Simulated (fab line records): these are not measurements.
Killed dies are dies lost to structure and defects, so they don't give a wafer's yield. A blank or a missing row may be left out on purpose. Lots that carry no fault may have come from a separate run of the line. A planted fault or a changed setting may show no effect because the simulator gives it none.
fab line records + flow nand-harc
[record]
- lots = 14
- wafers = 42
- last-day = 33
route steps=1302 shown A_CONTACT@1088 A_BLC@1112 END@1302
lots untouched by any fault: they come from a run of this same line in which no faults occurred
start-h: the number of hours between the record's first day and the start of the first shown wafer of the lot + wait-h: hours from the lot's prior step to this one + " repeats the value in the row above + L1.1+2: one row covering several wafers at once + - either no value or no given start + * or withheld: withheld + < > ~ a bound
route shown NAME@n: a module of which the file shows steps, and the number in the route of the first + usual: mean/standard deviation taken from wafers without a fault + same: alike in all rows + chamber/n: place in a boat + sites: the reading at each site + _std_site: their standard deviation + _edge_site: inner sites' mean taken away from outer sites' mean + radius-mm: how far each site lies from the wafer's centre + mask NAME#n: copy n + behind: the tool/chamber that last shaped the wafer + hold: reason for holding the lot/hours on hold/outcome of the hold + device: transistor that didn't switch, given as n, p or np + end of line: the same wafers' tests at the end of the route + a step given without rows: its recipe and nothing more + killed: count of dies lost to structure and defects at first sort (not the wafer's yield) + map: the dies of a wafer, with x for killed, . for not killed, _ for no die there
set.NAME: the run value of the setting; set.NAME@STEP: its run value at that earlier step + model.NAME: the simulator's own value behind a step, which no gauge read
steps of the route over a sample of lots; a table a step, a row a wafer
services: the hour from which a tool's chamber was out of use, counted from the record's first day as start-h (under 0 if before that day), plus the number of hours and why
[[steps]]
[step NHARC_A_CONTACT_ETCH_136]
[recipe]
- source-w = withheld
- pressure-mtorr = 20
- bias-v = 1200
- time-s = 311
- target-depth-a = 19120
- ar-flow-sccm = withheld
- c4f8-flow-sccm = withheld
- o2-flow-sccm = withheld
- chemistry = C4F8/O2/Ar
| lot.wafer | tool            | chamber | start-h | wait-h | rf-hours-counter-h |
|-----------|-----------------|---------|---------|--------|--------------------|
| L720.3    | har-cap-etch-02 | 0       | 526.94  | 0.2    | -                  |
| L720.4    | "               | 1       | "       | "      | -                  |
| L720.6    | "               | 0       | "       | "      | -                  |
| L722.2    | har-cap-etch-03 | 0       | 547.13  | 0.2    | 50                 |
| L722.4    | "               | 1       | "       | "      | -                  |
| L722.3    | "               | 0       | "       | "      | -                  |
| L725.1    | har-cap-etch-03 | 0       | 572.54  | 0.2    | 53                 |
| L725.2    | "               | 1       | "       | "      | 53                 |
| L725.4    | "               | 1       | "       | "      | -                  |
| L726.2    | har-cap-etch-02 | 1       | 587.34  | 0.2    | 98                 |
| L726.3    | "               | 0       | "       | "      | -                  |
| L726.6    | "               | 1       | "       | "      | -                  |
| L731.2    | har-cap-etch-03 | 0       | 630.29  | 0.2    | 66                 |
| L731.1    | "               | 1       | "       | "      | 66                 |
| L731.6    | "               | 1       | "       | "      | -                  |
| L732.1    | har-cap-etch-03 | 1       | 631.91  | 0.2    | 68                 |
| L732.4    | "               | 1       | "       | "      | -                  |
| L732.5    | "               | 0       | "       | "      | -                  |
| L733.2    | har-cap-etch-03 | 0       | 649.25  | 0.2    | 69                 |
| L733.3    | "               | 0       | "       | "      | -                  |
| L733.6    | "               | 1       | "       | "      | -                  |
| L734.4    | har-cap-etch-02 | 0       | 653.06  | 0.3    | -                  |
| L734.5    | "               | 1       | "       | "      | -                  |
| L734.6    | "               | 0       | "       | "      | -                  |
| L737.2    | har-cap-etch-02 | 1       | 702.55  | 0.2    | 118                |
| L737.5    | "               | 0       | "       | "      | -                  |
| L737.6    | "               | 1       | "       | "      | -                  |
| L738.1    | har-cap-etch-03 | 1       | 703.40  | 0.2    | 79                 |
| L738.2    | "               | 0       | "       | "      | 79                 |
| L738.5    | "               | 0       | "       | "      | -                  |
| L739.2    | har-cap-etch-01 | 1       | 720.01  | 0.2    | 40                 |
| L739.5    | "               | 0       | "       | "      | -                  |
| L739.6    | "               | 1       | "       | "      | -                  |
| L740.2    | har-cap-etch-01 | 1       | 723.38  | 0.2    | 41                 |
| L740.1    | "               | 0       | "       | "      | 41                 |
| L740.4    | "               | 1       | "       | "      | -                  |
| L741.2    | har-cap-etch-01 | 0       | 730.86  | 0.2    | 42                 |
| L741.4    | "               | 0       | "       | "      | -                  |
| L741.6    | "               | 0       | "       | "      | -                  |
| L742.3    | har-cap-etch-03 | 0       | 738.61  | 0.2    | -                  |
| L742.4    | "               | 1       | "       | "      | -                  |
| L742.5    | "               | 1       | "       | "      | -                  |
[step NHARC_A_BLC_SOFTBAKE_05]
[recipe]
- temp-c = 105
- time-s = 55
[usual]
- exhaust-pa = 45.0/0.88
- heater-power-total-W = 188.47/0.15
| lot.wafer | tool           | chamber | start-h | wait-h | exhaust-pa | heater-power-total-W |
|-----------|----------------|---------|---------|--------|------------|----------------------|
| L720.3    | litho-track-01 | 0       | 531     | -      | 45.7       | 188.29               |
| L720.4    | "              | 0       | "       | "      | 45.6       | 188.73               |
| L720.6    | "              | 0       | "       | "      | 44.6       | 188.50               |
| L722.2    | litho-track-04 | 0       | 551     | -      | 44.8       | 188.34               |
| L722.3    | "              | 0       | "       | "      | 44.6       | 188.50               |
| L722.4    | "              | 0       | "       | "      | 43.5       | 188.49               |
| L725.1    | litho-track-06 | 0       | 577     | -      | 45.0       | 188.30               |
| L725.2    | "              | 0       | "       | "      | 46.0       | 188.48               |
| L725.4    | "              | 0       | "       | "      | 43.6       | 188.70               |
| L726.2    | litho-track-06 | 0       | 591     | -      | 44.2       | 188.31               |
| L726.3    | "              | 0       | "       | "      | 44.8       | 188.38               |
| L726.6    | "              | 0       | "       | "      | 43.8       | 188.77               |
| L731.1    | litho-track-01 | 0       | 634     | -      | 45.8       | 235.92               |
| L731.2    | "              | 0       | "       | "      | 44.2       | 235.85               |
| L731.6    | "              | 0       | "       | "      | 46.4       | 235.94               |
| L732.1    | litho-track-01 | 0       | 635     | -      | 45.8       | 236.01               |
| L732.4    | "              | 0       | "       | "      | 44.9       | 236.28               |
| L732.5    | "              | 0       | "       | "      | 46.5       | 236.05               |
| L733.2    | litho-track-01 | 0       | 653     | -      | 45.4       | 236.28               |
| L733.3    | "              | 0       | "       | "      | 45.2       | 236.27               |
| L733.6    | "              | 0       | "       | "      | 44.4       | 236.34               |
| L734.4    | litho-track-06 | 0       | 657     | -      | 44.6       | 188.27               |
| L734.5    | "              | 0       | "       | "      | 46.2       | 188.54               |
| L734.6    | "              | 0       | "       | "      | 45.1       | 188.76               |
| L737.2    | litho-track-04 | 0       | 706     | -      | 43.7       | 188.43               |
| L737.5    | "              | 0       | "       | "      | 43.2       | 188.24               |
| L737.6    | "              | 0       | "       | "      | 45.6       | 188.75               |
| L738.1    | litho-track-04 | 0       | 707     | -      | 46.1       | 188.31               |
| L738.2    | "              | 0       | "       | "      | 45.9       | 188.38               |
| L738.5    | "              | 0       | "       | "      | 44.9       | 188.38               |
| L739.2    | litho-track-04 | 0       | 724     | -      | 46.6       | 188.39               |
| L739.5    | "              | 0       | "       | "      | 45.1       | 188.74               |
| L739.6    | "              | 0       | "       | "      | 44.2       | 188.74               |
| L740.1    | litho-track-01 | 0       | 727     | -      | 45.1       | 188.38               |
| L740.2    | "              | 0       | "       | "      | 45.8       | 188.35               |
| L740.4    | "              | 0       | "       | "      | 45.4       | 188.42               |
| L741.2    | litho-track-06 | 0       | 734     | -      | 45.3       | 188.44               |
| L741.4    | "              | 0       | "       | "      | 44.4       | 188.74               |
| L741.6    | "              | 0       | "       | "      | 45.0       | 188.34               |
| L742.3    | litho-track-06 | 0       | 742     | -      | 43.4       | 188.75               |
| L742.4    | "              | 0       | "       | "      | 44.9       | 188.34               |
| L742.5    | "              | 0       | "       | "      | 45.7       | 188.62               |
[step NHARC_A_BLC_OVL_MEAS_11]
[usual]
- overlay-x-nm = 0.0/0.74
- overlay-y-nm = -0.2/0.8
| lot.wafer | tool       | chamber | start-h | wait-h | overlay-x-nm | overlay-y-nm |
|-----------|------------|---------|---------|--------|--------------|--------------|
| L720.3    | overlay-02 | -       | 531.60  | -      | 0.7          | 0.1          |
| L720.4    | "          | -       | "       | "      | 0.3          | 0.3          |
| L720.6    | "          | -       | "       | "      | 0.7          | 0.4          |
| L722.2    | overlay-02 | -       | 551.70  | -      | -0.8         | -0.1         |
| L722.3    | "          | -       | "       | "      | -0.2         | -0.3         |
| L722.4    | "          | -       | "       | "      | -0.6         | -0.2         |
| L725.1    | overlay-01 | -       | 578.09  | -      | 1.6          | -0.3         |
| L725.2    | "          | -       | "       | "      | 0.9          | -0.3         |
| L725.4    | "          | -       | "       | "      | 0.8          | -0.5         |
| L726.2    | overlay-01 | -       | 591.80  | -      | -0.4         | -0.9         |
| L726.3    | "          | -       | "       | "      | -0.1         | -0.3         |
| L726.6    | "          | -       | "       | "      | -0.8         | -0.2         |
| L731.1    | overlay-02 | -       | 634.80  | -      | 0.9          | 0.8          |
| L731.2    | "          | -       | "       | "      | 0.3          | 0.6          |
| L731.6    | "          | -       | "       | "      | 0.9          | 0.2          |
| L732.1    | overlay-01 | -       | 636.49  | -      | -0.2         | 0.1          |
| L732.4    | "          | -       | "       | "      | -0.6         | -0.6         |
| L732.5    | "          | -       | "       | "      | -0.5         | -0.7         |
| L733.2    | overlay-02 | -       | 654.03  | -      | 1.5          | -0.7         |
| L733.3    | "          | -       | "       | "      | 1.1          | -1.1         |
| L733.6    | "          | -       | "       | "      | 0.5          | -0.7         |
| L734.4    | overlay-02 | -       | 657.91  | -      | -0.7         | -0.2         |
| L734.5    | "          | -       | "       | "      | -0.3         | -0.7         |
| L734.6    | "          | -       | "       | "      | 0.0          | -0.6         |
| L737.2    | overlay-01 | -       | 707.03  | -      | -0.9         | 0.2          |
| L737.5    | "          | -       | "       | "      | -0.9         | 0.0          |
| L737.6    | "          | -       | "       | "      | -0.9         | 0.1          |
| L738.1    | overlay-01 | -       | 708.06  | -      | -0.3         | -1.1         |
| L738.2    | "          | -       | "       | "      | -0.3         | -0.8         |
| L738.5    | "          | -       | "       | "      | -0.4         | -0.7         |
| L739.2    | overlay-01 | -       | 724.96  | -      | -0.2         | -0.8         |
| L739.5    | "          | -       | "       | "      | 0.0          | -0.5         |
| L739.6    | "          | -       | "       | "      | -0.2         | -0.5         |
| L740.1    | overlay-01 | -       | 727.87  | -      | 0.3          | 0.0          |
| L740.2    | "          | -       | "       | "      | -0.1         | 0.0          |
| L740.4    | "          | -       | "       | "      | 0.2          | 0.4          |
| L741.2    | overlay-02 | -       | 735.45  | -      | -0.2         | 1.6          |
| L741.4    | "          | -       | "       | "      | -0.3         | 1.7          |
| L741.6    | "          | -       | "       | "      | -0.5         | 0.9          |
| L742.3    | overlay-02 | -       | 743.14  | -      | 0.1          | 1.9          |
| L742.4    | "          | -       | "       | "      | 0.3          | 2.1          |
| L742.5    | "          | -       | "       | "      | 0.6          | 1.4          |
[step NHARC_A_BLC_CD_MEAS_19]
[usual]
- cd-nm = 99.5/2.9
| lot.wafer | tool      | chamber | start-h | wait-h | cd-nm |
|-----------|-----------|---------|---------|--------|-------|
| L720.3    | cd-sem-03 | -       | 532.67  | -      | 101.4 |
| L720.4    | "         | -       | "       | "      | 105.6 |
| L720.6    | "         | -       | "       | "      | 106.3 |
| L722.2    | cd-sem-02 | -       | 552.77  | -      | 97.8  |
| L722.3    | "         | -       | "       | "      | 96.8  |
| L722.4    | "         | -       | "       | "      | 96.0  |
| L725.1    | cd-sem-02 | -       | 579.15  | -      | 101.5 |
| L725.2    | "         | -       | "       | "      | 96.5  |
| L725.4    | "         | -       | "       | "      | 99.3  |
| L726.2    | cd-sem-01 | -       | 592.86  | -      | 94.7  |
| L726.3    | "         | -       | "       | "      | 97.3  |
| L726.6    | "         | -       | "       | "      | 98.4  |
| L731.1    | cd-sem-02 | -       | 635.85  | -      | 98.5  |
| L731.2    | "         | -       | "       | "      | 94.6  |
| L731.6    | "         | -       | "       | "      | 99.3  |
| L732.1    | cd-sem-03 | -       | 637.56  | -      | 100.6 |
| L732.4    | "         | -       | "       | "      | 100.7 |
| L732.5    | "         | -       | "       | "      | 101.4 |
| L733.2    | cd-sem-01 | -       | 655.09  | -      | 102.4 |
| L733.3    | "         | -       | "       | "      | 101.5 |
| L733.6    | "         | -       | "       | "      | 100.5 |
| L734.4    | cd-sem-03 | -       | 658.99  | -      | 100.1 |
| L734.5    | "         | -       | "       | "      | 100.3 |
| L734.6    | "         | -       | "       | "      | 102.0 |
| L737.2    | cd-sem-01 | -       | 708.11  | -      | 94.5  |
| L737.5    | "         | -       | "       | "      | 100.5 |
| L737.6    | "         | -       | "       | "      | 101.6 |
| L738.1    | cd-sem-03 | -       | 709.12  | -      | 99.5  |
| L738.2    | "         | -       | "       | "      | 98.5  |
| L738.5    | "         | -       | "       | "      | 97.9  |
| L739.2    | cd-sem-03 | -       | 726.03  | -      | 101.4 |
| L739.5    | "         | -       | "       | "      | 98.6  |
| L739.6    | "         | -       | "       | "      | 99.8  |
| L740.1    | cd-sem-01 | -       | 729.16  | -      | 97.1  |
| L740.2    | "         | -       | "       | "      | 95.2  |
| L740.4    | "         | -       | "       | "      | 99.9  |
| L741.2    | cd-sem-01 | -       | 736.51  | -      | 101.7 |
| L741.4    | "         | -       | "       | "      | 104.2 |
| L741.6    | "         | -       | "       | "      | 103.5 |
| L742.3    | cd-sem-01 | -       | 744.24  | -      | 98.9  |
| L742.4    | "         | -       | "       | "      | 99.4  |
| L742.5    | "         | -       | "       | "      | 104.8 |
[step NHARC_END_SORT_01]
[recipe]
- temp-c = 25
[usual]
- killed-at-array = 58/22
- killed-at-other = 1.0/1.3
- killed-at-periphery = 5/3.4
- killed-dies = 64/22
- killed-open = 3.6/1.8
- killed-short = 2.4/1.7
[same]
- gross-dies = 677
| lot.wafer | tool      | chamber | start-h | wait-h | killed-at-array | killed-at-other | killed-at-periphery | killed-dies | killed-open | killed-short |
|-----------|-----------|---------|---------|--------|-----------------|-----------------|---------------------|-------------|-------------|--------------|
| L726.2    | prober-02 | 0       | 635.91  | 2.8    | 77              | 0               | 4                   | 81          | 4           | 2            |
| L726.3    | prober-02 | 0       | 636.72  | 3.1    | 77              | 1               | 2                   | 80          | 2           | 1            |
| L726.6    | prober-02 | 0       | 639.14  | 4.0    | 80              | 1               | 2                   | 83          | 4           | 6            |
| L731.1    | prober-01 | 0       | 677.39  | 2.5    | 16              | 0               | 1                   | 17          | 1           | 2            |
| L731.2    | prober-01 | 0       | 678.17  | 2.7    | 19              | 0               | 2                   | 21          | 3           | 2            |
| L731.6    | prober-01 | 0       | 681.31  | 3.9    | 27              | 0               | 3                   | 30          | 5           | 1            |
| L732.1    | prober-02 | 0       | 677.43  | 2.5    | 102             | 0               | 3                   | 105         | 2           | 4            |
| L732.4    | prober-02 | 0       | 679.82  | 3.4    | 89              | 0               | 1                   | 90          | 1           | 1            |
| L732.5    | prober-02 | 0       | 680.61  | 3.7    | 98              | 0               | 3                   | 101         | 4           | 0            |
| L737.2    | prober-01 | 0       | 750.87  | 2.8    | 60              | 4               | 4                   | 68          | 4           | 3            |
| L737.5    | prober-01 | 0       | 753.28  | 3.7    | 57              | 0               | 8                   | 65          | 4           | 2            |
| L737.6    | prober-01 | 0       | 754.09  | 4.0    | 47              | 3               | 1                   | 51          | 1           | 2            |
| L739.2    | prober-01 | 0       | 772.10  | 2.8    | 88              | 3               | 2                   | 93          | 6           | 6            |
| L739.5    | prober-01 | 0       | 774.48  | 3.7    | 78              | 0               | 0                   | 78          | 1           | 5            |
| L739.6    | prober-01 | 0       | 775.28  | 4.0    | 66              | 0               | 7                   | 73          | 7           | 3            |
| L741.2    | prober-01 | 0       | 779.88  | 2.8    | 84              | 2               | 16                  | 102         | 7           | 3            |
| L741.4    | prober-01 | 0       | 781.50  | 3.4    | 73              | 2               | 14                  | 89          | 5           | 4            |
| L741.6    | prober-01 | 0       | 783.12  | 4.0    | 60              | 0               | 14                  | 74          | 5           | 2            |
// killed by level:class
L726.2 A_CHANNEL_HOLE_D2:chamber-film-flake=35 A_CHANNEL_HOLE_D1:chamber-film-flake=34 A_CONTACT:chamber-film-flake=5 P_M0:geometric-particle:open=2 P_CONTACT:geometric-particle:open=1 A_ONON_D1:geometric-particle:short=1 A_CHANNEL_FILL_D1:geometric-particle:open=1 A_DECK1_JOINT:geometric-particle:short=1
L726.3 A_CHANNEL_HOLE_D1:chamber-film-flake=37 A_CHANNEL_HOLE_D2:chamber-film-flake=26 A_CHANNEL_FILL_D1:chamber-film-flake=4 A_DECK1_JOINT:chamber-film-flake=4 A_SLIT:chamber-film-flake=2 P_M0:geometric-particle:open=1 A_SGD_CUT:geometric-particle:short=1 A_WL_FILL:geometric-particle:open=1
L726.6 A_CHANNEL_HOLE_D1:chamber-film-flake=37 A_CHANNEL_HOLE_D2:chamber-film-flake=30 A_CONTACT:chamber-film-flake=3 A_CHANNEL_FILL_D2:geometric-particle:short=2 A_CHANNEL_FILL_D1:chamber-film-flake=2 P_M0:geometric-particle:open=1 P_M0:geometric-particle:short=1 A_ONON_D1:geometric-particle:short=1
L731.1 A_CONTACT:chamber-film-flake=4 A_CHANNEL_HOLE_D1:chamber-film-flake=3 A_ONON_D2:geometric-particle:short=1 A_CHANNEL_FILL_D2:geometric-particle:open=1 A_SLIT:geometric-particle:short=1 P_STI:chamber-film-flake=1 A_ZERO_WELL:chamber-film-flake=1 A_DECK1_JOINT:chamber-film-flake=1
L732.1 A_CHANNEL_HOLE_D1:chamber-film-flake=36 A_SLIT:chamber-film-flake=36 A_CHANNEL_HOLE_D2:chamber-film-flake=18 A_CHANNEL_FILL_D1:geometric-particle:short=2 A_WL_FILL:chamber-film-flake=2 A_M1:chamber-film-flake=2 P_CONTACT:geometric-particle:open=1 A_ONON_D2:geometric-particle:open=1
L731.2 A_CHANNEL_HOLE_D1:chamber-film-flake=7 A_CHANNEL_FILL_D2:chamber-film-flake=2 A_STAIRCASE:chamber-film-flake=2 A_SLIT:chamber-film-flake=2 A_CONTACT:chamber-film-flake=2 P_CONTACT:geometric-particle:open=1 A_CHANNEL_HOLE_D1:geometric-particle:short=1 A_CHANNEL_FILL_D1:geometric-particle:open=1
L732.4 A_CHANNEL_HOLE_D1:chamber-film-flake=43 A_SLIT:chamber-film-flake=25 A_CHANNEL_HOLE_D2:chamber-film-flake=12 A_WL_FILL:chamber-film-flake=2 A_M1:chamber-film-flake=2 P_M2:geometric-particle:short=1 A_SGD_CUT:geometric-particle:open=1 A_CHANNEL_FILL_D1:chamber-film-flake=1
L732.5 A_SLIT:chamber-film-flake=38 A_CHANNEL_HOLE_D1:chamber-film-flake=31 A_CHANNEL_HOLE_D2:chamber-film-flake=15 A_M1:chamber-film-flake=4 A_CHANNEL_FILL_D1:geometric-particle:open=2 A_WL_FILL:chamber-film-flake=2 P_M2:geometric-particle:open=1 A_CHANNEL_HOLE_D1:geometric-particle:open=1
L731.6 A_CHANNEL_HOLE_D1:chamber-film-flake=8 A_CONTACT:chamber-film-flake=8 A_SLIT:chamber-film-flake=4 A_BLC:geometric-particle:open=2 P_CONTACT:geometric-particle:open=1 P_CONTACT:geometric-particle:short=1 A_CONTACT:geometric-particle:open=1 A_BONDPAD:geometric-particle:open=1
L737.2 A_SLIT:chamber-film-flake=33 A_CHANNEL_HOLE_D1:chamber-film-flake=14 THIN_TSV:chamber-film-flake=3 A_WL_FILL:geometric-particle:open=2 P_CONTACT:chamber-film-flake=2 A_CHANNEL_FILL_D1:chamber-film-flake=2 A_CONTACT:chamber-film-flake=2 P_GATE:geometric-particle:open=1
L737.5 A_SLIT:chamber-film-flake=33 A_CHANNEL_HOLE_D1:chamber-film-flake=10 A_STAIRCASE:chamber-film-flake=3 A_CONTACT:chamber-film-flake=3 P_CONTACT:geometric-particle:open=2 P_ZERO_WELL:chamber-film-flake=2 P_CONTACT:chamber-film-flake=2 A_CHANNEL_FILL_D1:chamber-film-flake=2
L737.6 A_SLIT:chamber-film-flake=22 A_CHANNEL_HOLE_D1:chamber-film-flake=8 A_CONTACT:chamber-film-flake=5 A_STAIRCASE:chamber-film-flake=4 THIN_TSV:chamber-film-flake=3 A_DECK1_JOINT:chamber-film-flake=2 A_CHANNEL_HOLE_D1:geometric-particle:short=1 A_SGD_CUT:geometric-particle:short=1
L739.2 A_SLIT:chamber-film-flake=28 A_CHANNEL_HOLE_D2:chamber-film-flake=18 A_CHANNEL_HOLE_D1:chamber-film-flake=14 A_CONTACT:chamber-film-flake=10 A_STAIRCASE:chamber-film-flake=4 A_WL_FILL:chamber-film-flake=3 A_CHANNEL_HOLE_D1:geometric-particle:open=2 P_CONTACT:geometric-particle:open=1
L739.5 A_SLIT:chamber-film-flake=29 A_CHANNEL_HOLE_D2:chamber-film-flake=22 A_CHANNEL_HOLE_D1:chamber-film-flake=11 A_CONTACT:chamber-film-flake=5 A_WL_FILL:chamber-film-flake=4 A_CHANNEL_HOLE_D2:geometric-particle:short=2 A_DECK1_JOINT:geometric-particle:open=1 A_DECK1_JOINT:geometric-particle:short=1
L739.6 A_SLIT:chamber-film-flake=20 A_CHANNEL_HOLE_D2:chamber-film-flake=18 A_CHANNEL_HOLE_D1:chamber-film-flake=13 A_WL_FILL:chamber-film-flake=3 A_CONTACT:chamber-film-flake=3 P_M1:geometric-particle:open=2 P_STI:geometric-particle:short=1 P_M0:geometric-particle:open=1
L741.2 A_SLIT:chamber-film-flake=36 A_CHANNEL_HOLE_D2:chamber-film-flake=34 P_STI:chamber-film-flake=8 P_CONTACT:chamber-film-flake=4 A_CHANNEL_HOLE_D2:geometric-particle:open=2 A_ZERO_WELL:chamber-film-flake=2 A_STAIRCASE:chamber-film-flake=2 A_CONTACT:chamber-film-flake=2
L741.4 A_SLIT:chamber-film-flake=34 A_CHANNEL_HOLE_D2:chamber-film-flake=29 P_STI:chamber-film-flake=4 P_GATE:chamber-film-flake=4 P_CONTACT:chamber-film-flake=3 A_ONON_D1:geometric-particle:open=2 A_CHANNEL_FILL_D1:chamber-film-flake=2 P_STI:geometric-particle:open=1
L741.6 A_SLIT:chamber-film-flake=30 A_CHANNEL_HOLE_D2:chamber-film-flake=17 P_CONTACT:chamber-film-flake=6 P_STI:chamber-film-flake=4 P_GATE:chamber-film-flake=3 A_STAIRCASE:chamber-film-flake=3 A_ONON_D1:geometric-particle:short=2 A_WL_FILL:geometric-particle:open=2
[[services]]
| tool            | chamber | start-h | hours | kind                          |
|-----------------|---------|---------|-------|-------------------------------|
| litho-track-01  | -       | 505.00  | 7.0   | pm                            |
| har-cap-etch-01 | 0       | 514.00  | -     | clean                         |
| har-cap-etch-01 | 0       | 514.00  | -     | consumable-replace:focus-ring |
| har-cap-etch-01 | 1       | 514.00  | -     | clean                         |
| litho-track-06  | -       | 529.00  | 7.0   | pm                            |
| litho-track-04  | -       | 553.00  | 7.0   | pm                            |
| litho-track-01  | -       | 680.00  | 7.0   | pm                            |
| litho-track-06  | -       | 704.00  | 7.0   | pm                            |
| litho-track-04  | -       | 728.00  | 7.0   | pm                            |
[[key]]
[first-sign]
- step = NHARC_A_BLC_SOFTBAKE_05
- reading = heater-power-total-W
- direction = up
- sigmas = 99+
- usual = *
- struck = *
effect none on later readings
met-at NHARC_A_BLC_SOFTBAKE_05
struck-lots L731,L732,L733
tester-left-out L731,L732,L733
[loop-trim]
- step = NHARC_A_BLC_EXPOSE_07
- setting = dose
- lots = L733
not-acting-at NHARC_A_CONTACT_ETCH_136,NHARC_A_BLC_OVL_MEAS_11,NHARC_A_BLC_CD_MEAS_19
onset-between 531 634
[fault]
- kind = process-parameter-drift
- tool = litho-track-01
- chamber = -
- onset-h = 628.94
- steps = NHARC_A_BLC_SOFTBAKE_05
- channel = time-s
- offset = *
- shape = step
- end-h = 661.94
- acts-in = *
- stated = *
// tester-left-out: of these lots the tester's yield and bins aren't shown, on N5 and GAA mostly nor the transistor test; their killed dies are dies lost to structure and defects alone, not to doping, threshold or leakage, so they don't give the yield
// loop-trim: a control loop set the setting to another value than it would have without faults
